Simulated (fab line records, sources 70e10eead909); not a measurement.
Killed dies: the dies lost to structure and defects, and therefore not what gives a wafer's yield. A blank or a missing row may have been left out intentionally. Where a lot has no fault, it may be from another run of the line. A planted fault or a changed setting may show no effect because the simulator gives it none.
Which tool did it? :: flow nand_harc :: 6 lots with 18 wafers sampled at 3 steps, on a route of 1302 steps

WHAT EACH GAUGE READ, for each wafer
NHARC_END_SORT_01.
lot: L583
measured: day 28 00:35
on: prober-01
killed_at_other: 0 2 0

lot: L586
measured: day 28 18:31
on: prober-01
killed_at_other: 0 0

lot: L587
measured: day 29 22:07
on: prober-01
killed_at_other: 0 0 0

lot: L590
measured: day 31 15:32
on: prober-02
killed_at_other: 0 0 0

EACH LOT AND THE TOOL THAT RAN IT (in order: tool; ch and the chambers of the sampled wafers; start)
lot: L576
NHARC_A_CONTACT_ETCH_133: har_cap_etch-01 ch 0,1, day 22 14:47
NHARC_THIN_TSV_DEGAS_53: pvd_sputter-03, day 24 08:54

lot: L579
NHARC_A_CONTACT_ETCH_133: har_cap_etch-02 ch 0,1, day 24 02:25
NHARC_THIN_TSV_DEGAS_53: pvd_sputter-02, day 26 01:05

lot: L583
NHARC_A_CONTACT_ETCH_133: har_cap_etch-03 ch 0,1, day 25 16:55
NHARC_THIN_TSV_DEGAS_53: pvd_sputter-01, day 27 14:16

lot: L586
NHARC_A_CONTACT_ETCH_133: har_cap_etch-02 ch 0,1, day 26 08:33
NHARC_THIN_TSV_DEGAS_53: pvd_sputter-03, day 28 04:24

lot: L587
NHARC_A_CONTACT_ETCH_133: har_cap_etch-03 ch 0,1, day 27 13:10
NHARC_THIN_TSV_DEGAS_53: pvd_sputter-01, day 29 12:16

lot: L590
NHARC_A_CONTACT_ETCH_133: har_cap_etch-03 ch 0,1, day 29 05:53
NHARC_THIN_TSV_DEGAS_53: pvd_sputter-01, day 31 04:47
- NHARC_A_CONTACT_ETCH_133: etches the open film in C4F8/O2/Ar, time 374 s, target depth 1610 nm.
- NHARC_THIN_TSV_DEGAS_53: time 60 s.

THE ANSWER, worked out from the rows above alone
Rule: the usual values come from the lots themselves. Put in order of their means at a reading, lots are off if they are a third of the lots or fewer, leave a main group of 4 or more, and stand apart from it by a gap of 3 or more times the standard deviation of the main group's means; of several such gaps the widest counts. Not used: any main group whose means are identical at the precision the tables above print for the reading. A lot without any number at a reading at which 4 lots or more have one is off too. Any other lot the step has rows for is counted as sound.
No lot is off at any reading shown: from this, nothing can be told.

WHAT THE SIMULATOR HAD PUT IN
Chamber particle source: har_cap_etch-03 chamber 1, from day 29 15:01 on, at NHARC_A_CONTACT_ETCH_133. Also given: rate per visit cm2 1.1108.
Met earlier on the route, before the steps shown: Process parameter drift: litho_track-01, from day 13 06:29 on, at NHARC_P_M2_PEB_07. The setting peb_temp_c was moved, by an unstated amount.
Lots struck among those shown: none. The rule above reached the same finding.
